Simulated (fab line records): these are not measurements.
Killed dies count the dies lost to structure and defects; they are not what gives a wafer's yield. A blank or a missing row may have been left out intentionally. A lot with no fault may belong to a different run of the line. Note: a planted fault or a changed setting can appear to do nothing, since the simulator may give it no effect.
Split-lot study || flow n5Finfet || 7 lots, 21 wafers read, on a route of 1938 steps

== SPLIT DETAILS ==
At N5_BEOL_M2_COAT_22 (resist thk 30 nm), the setting spinRpm was moved away from the recipe's 1500 rpm on 6 of the 21 wafers read, by -9.2% to +8.0%. The other wafers ran this setting at the recipe's value.

== FROM THE SPLIT TO THE READING: what the file shows between them, 8 steps ==
- N5_BEOL_M2_EXPOSE_25: exposes mask V1, defocus 5 nm (also split here: doseMj)
- N5_BEOL_M2_PEB_26: peb time 60 s
- N5_BEOL_M2_DEVELOP_27: develop time 30 s
- N5_BEOL_M2_CD_MEAS_28: target cd 26.2 nm, target cd y 24.1 nm
- N5_BEOL_M2_DESCUM_33: chemistry O2, time 7 s
- N5_BEOL_M2_ETCH_77: etches underlayer in N2/H2, target depth 6.5 nm, time 5.2 s
- N5_BEOL_M2_ETCH_69: etches SiARC in CF4, target depth 15.6 nm, time 26 s
- N5_BEOL_M2_ALD_98: deposits SiO2, target thk 2.5 nm, pulse time 1 s, co reactant pulse time 1 s

== THE READING ==
CAR-EUV_of_BEOL_M2_COAT_22.thkNm (the simulator's own value, which no gauge read), in nm, at N5_BEOL_M2_ETCHBACK_99 (etches SiO2 in CHF3, target depth 5 nm, time 10.4 s). The file gives no usual value for it. Here, 15 wafers ran the recipe; their average is 10.4 nm with a standard deviation of 0.14 nm.

{"wafer": "L074.2", "tool, chamber at the split": "lithoTrack-02, 0", "spinRpm as run, rpm": 1500, "against the recipe": "recipe", "CAR-EUV_of_BEOL_M2_COAT_22.thkNm, nm": 10.4, "against lot-mates on the recipe": "-"}
{"wafer": "L074.5", "tool, chamber at the split": "lithoTrack-02, 0", "spinRpm as run, rpm": 1500, "against the recipe": "recipe", "CAR-EUV_of_BEOL_M2_COAT_22.thkNm, nm": 10.4, "against lot-mates on the recipe": "-"}
{"wafer": "L074.3", "tool, chamber at the split": "lithoTrack-02, 0", "spinRpm as run, rpm": 1500, "against the recipe": "recipe", "CAR-EUV_of_BEOL_M2_COAT_22.thkNm, nm": 10.2, "against lot-mates on the recipe": "-"}
{"wafer": "L077.2", "tool, chamber at the split": "lithoTrack-01, 0", "spinRpm as run, rpm": 1500, "against the recipe": "recipe", "CAR-EUV_of_BEOL_M2_COAT_22.thkNm, nm": 10.6, "against lot-mates on the recipe": "-"}
{"wafer": "L077.3", "tool, chamber at the split": "lithoTrack-01, 0", "spinRpm as run, rpm": 1362, "against the recipe": "-9.2%", "CAR-EUV_of_BEOL_M2_COAT_22.thkNm, nm": 12, "against lot-mates on the recipe": "+1.5"}
{"wafer": "L077.5", "tool, chamber at the split": "lithoTrack-01, 0", "spinRpm as run, rpm": 1500, "against the recipe": "recipe", "CAR-EUV_of_BEOL_M2_COAT_22.thkNm, nm": 10.4, "against lot-mates on the recipe": "-"}
{"wafer": "L087.1", "tool, chamber at the split": "lithoTrack-01, 0", "spinRpm as run, rpm": 1500, "against the recipe": "recipe", "CAR-EUV_of_BEOL_M2_COAT_22.thkNm, nm": 10.6, "against lot-mates on the recipe": "-"}
{"wafer": "L087.2", "tool, chamber at the split": "lithoTrack-01, 0", "spinRpm as run, rpm": 1500, "against the recipe": "recipe", "CAR-EUV_of_BEOL_M2_COAT_22.thkNm, nm": 10.4, "against lot-mates on the recipe": "-"}
{"wafer": "L087.4", "tool, chamber at the split": "lithoTrack-01, 0", "spinRpm as run, rpm": 1500, "against the recipe": "recipe", "CAR-EUV_of_BEOL_M2_COAT_22.thkNm, nm": 10.4, "against lot-mates on the recipe": "-"}
{"wafer": "L088.1", "tool, chamber at the split": "lithoTrack-03, 0", "spinRpm as run, rpm": 1365, "against the recipe": "-9.0%", "CAR-EUV_of_BEOL_M2_COAT_22.thkNm, nm": 11.8, "against lot-mates on the recipe": "no lot-mate on the recipe"}
{"wafer": "L088.3", "tool, chamber at the split": "lithoTrack-03, 0", "spinRpm as run, rpm": 1365, "against the recipe": "-9.0%", "CAR-EUV_of_BEOL_M2_COAT_22.thkNm, nm": 12, "against lot-mates on the recipe": "no lot-mate on the recipe"}
{"wafer": "L088.5", "tool, chamber at the split": "lithoTrack-03, 0", "spinRpm as run, rpm": 1365, "against the recipe": "-9.0%", "CAR-EUV_of_BEOL_M2_COAT_22.thkNm, nm": 12, "against lot-mates on the recipe": "no lot-mate on the recipe"}
{"wafer": "L093.4", "tool, chamber at the split": "lithoTrack-03, 0", "spinRpm as run, rpm": 1500, "against the recipe": "recipe", "CAR-EUV_of_BEOL_M2_COAT_22.thkNm, nm": 10.6, "against lot-mates on the recipe": "-"}
{"wafer": "L093.5", "tool, chamber at the split": "lithoTrack-03, 0", "spinRpm as run, rpm": 1620, "against the recipe": "+8.0%", "CAR-EUV_of_BEOL_M2_COAT_22.thkNm, nm": 9.2, "against lot-mates on the recipe": -1.3}
{"wafer": "L093.6", "tool, chamber at the split": "lithoTrack-03, 0", "spinRpm as run, rpm": 1500, "against the recipe": "recipe", "CAR-EUV_of_BEOL_M2_COAT_22.thkNm, nm": 10.4, "against lot-mates on the recipe": "-"}
{"wafer": "L096.1", "tool, chamber at the split": "lithoTrack-03, 0", "spinRpm as run, rpm": 1417, "against the recipe": "-5.5%", "CAR-EUV_of_BEOL_M2_COAT_22.thkNm, nm": 11.4, "against lot-mates on the recipe": "+1.0"}
{"wafer": "L096.2", "tool, chamber at the split": "lithoTrack-03, 0", "spinRpm as run, rpm": 1500, "against the recipe": "recipe", "CAR-EUV_of_BEOL_M2_COAT_22.thkNm, nm": 10.6, "against lot-mates on the recipe": "-"}
{"wafer": "L096.4", "tool, chamber at the split": "lithoTrack-03, 0", "spinRpm as run, rpm": 1500, "against the recipe": "recipe", "CAR-EUV_of_BEOL_M2_COAT_22.thkNm, nm": 10.2, "against lot-mates on the recipe": "-"}
{"wafer": "L095.2", "tool, chamber at the split": "lithoTrack-03, 0", "spinRpm as run, rpm": 1500, "against the recipe": "recipe", "CAR-EUV_of_BEOL_M2_COAT_22.thkNm, nm": 10.2, "against lot-mates on the recipe": "-"}
{"wafer": "L095.3", "tool, chamber at the split": "lithoTrack-03, 0", "spinRpm as run, rpm": 1500, "against the recipe": "recipe", "CAR-EUV_of_BEOL_M2_COAT_22.thkNm, nm": 10.4, "against lot-mates on the recipe": "-"}
{"wafer": "L095.4", "tool, chamber at the split": "lithoTrack-03, 0", "spinRpm as run, rpm": 1500, "against the recipe": "recipe", "CAR-EUV_of_BEOL_M2_COAT_22.thkNm, nm": 10.4, "against lot-mates on the recipe": "-"}

THE FIT
A straight line over all 21 wafers: CAR-EUV_of_BEOL_M2_COAT_22.thkNm changes by -0.167 nm for each +1% of spinRpm; r = -0.98; the points scatter about the line by 0.13 nm.
The same after taking each lot's own level away (the mean of its wafers on the recipe; 18 wafers): -0.166 nm for each +1%; r = -0.98; scatter 0.11 nm.
On that fit, the largest move of spinRpm shifts the reading by 1.5 nm.
The span of the lots' own levels, 10.33 to 10.50 nm, comes to 1.2 times the standard deviation stated above.
The two slopes are in agreement: the lot-to-lot level therefore moves the slope only a little.
Check: with one of the wafers moved furthest among these (-9.2%) left out of the fit, the line predicts +1.56 nm for it against its lot-mates. It came out at +1.5 nm against them.

== THESE WAFERS: OTHER SPLITS ==
Before the reading, these wafers also passed through other splits. Each is held against what the fit with the lots' levels taken away leaves over:
{"other split on the same wafers": "N5_SD_EPI_P_EPI_21 epiGrowthTimeS", "wafers away from the commonest value": 6, "r with CAR-EUV_of_BEOL_M2_COAT_22.thkNm (lot level and that fit taken away)": "+0.23"}
{"other split on the same wafers": "N5_HKMG_FIN_ETCH_35 sourceW", "wafers away from the commonest value": 4, "r with CAR-EUV_of_BEOL_M2_COAT_22.thkNm (lot level and that fit taken away)": "+0.26"}
{"other split on the same wafers": "N5_GATE_CUT_DESCUM_18 timeS", "wafers away from the commonest value": 11, "r with CAR-EUV_of_BEOL_M2_COAT_22.thkNm (lot level and that fit taken away)": -0.02}
{"other split on the same wafers": "N5_BEOL_M1_PECVD_72 timeS", "wafers away from the commonest value": 5, "r with CAR-EUV_of_BEOL_M2_COAT_22.thkNm (lot level and that fit taken away)": "+0.39"}
{"other split on the same wafers": "N5_BEOL_M1_HM_DEP_02 targetThkA", "wafers away from the commonest value": 4, "r with CAR-EUV_of_BEOL_M2_COAT_22.thkNm (lot level and that fit taken away)": "+0.06"}
{"other split on the same wafers": "N5_BEOL_M1_ETCH_70 biasW", "wafers away from the commonest value": 7, "r with CAR-EUV_of_BEOL_M2_COAT_22.thkNm (lot level and that fit taken away)": -0.20}
{"other split on the same wafers": "N5_BEOL_M2_EXPOSE_25 doseMj", "wafers away from the commonest value": 10, "r with CAR-EUV_of_BEOL_M2_COAT_22.thkNm (lot level and that fit taken away)": "+0.15"}

== THE WHOLE CHAIN: every reading that the file lists as answering this split, in the file's order ==
{"step": "N5_BEOL_M2_COAT_22", "what it does": "resist thk 30 nm", "reading": "CAR-EUV_of_BEOL_M2_COAT_22.thkNm (the simulator's own value, which no gauge read)", "change (the file's fit)": "-0.15 nm for each +1% of the setting", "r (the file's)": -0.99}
{"step": "N5_BEOL_M2_DEVELOP_27", "what it does": "develop time 30 s", "reading": "CAR-EUV_of_BEOL_M2_COAT_22.thkNm (the simulator's own value, which no gauge read)", "change (the file's fit)": "-0.144 nm for each +1% of the setting", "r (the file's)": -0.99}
{"step": "N5_BEOL_M2_ETCH_77", "what it does": "etches underlayer in N2/H2, target depth 6.5 nm, time 5.2 s", "reading": "CAR-EUV_of_BEOL_M2_COAT_22.thkNm (the simulator's own value, which no gauge read)", "change (the file's fit)": "-0.159 nm for each +1% of the setting", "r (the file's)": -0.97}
{"step": "N5_BEOL_M2_ETCHBACK_99", "what it does": "etches SiO2 in CHF3, target depth 5 nm, time 10.4 s", "reading": "CAR-EUV_of_BEOL_M2_COAT_22.thkNm (the simulator's own value, which no gauge read)", "change (the file's fit)": "-0.166 nm for each +1% of the setting", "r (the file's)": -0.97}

== THE FILE'S OWN FIT ==
CAR-EUV_of_BEOL_M2_COAT_22.thkNm changes by -0.166 nm for each +1% of spinRpm, r = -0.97.
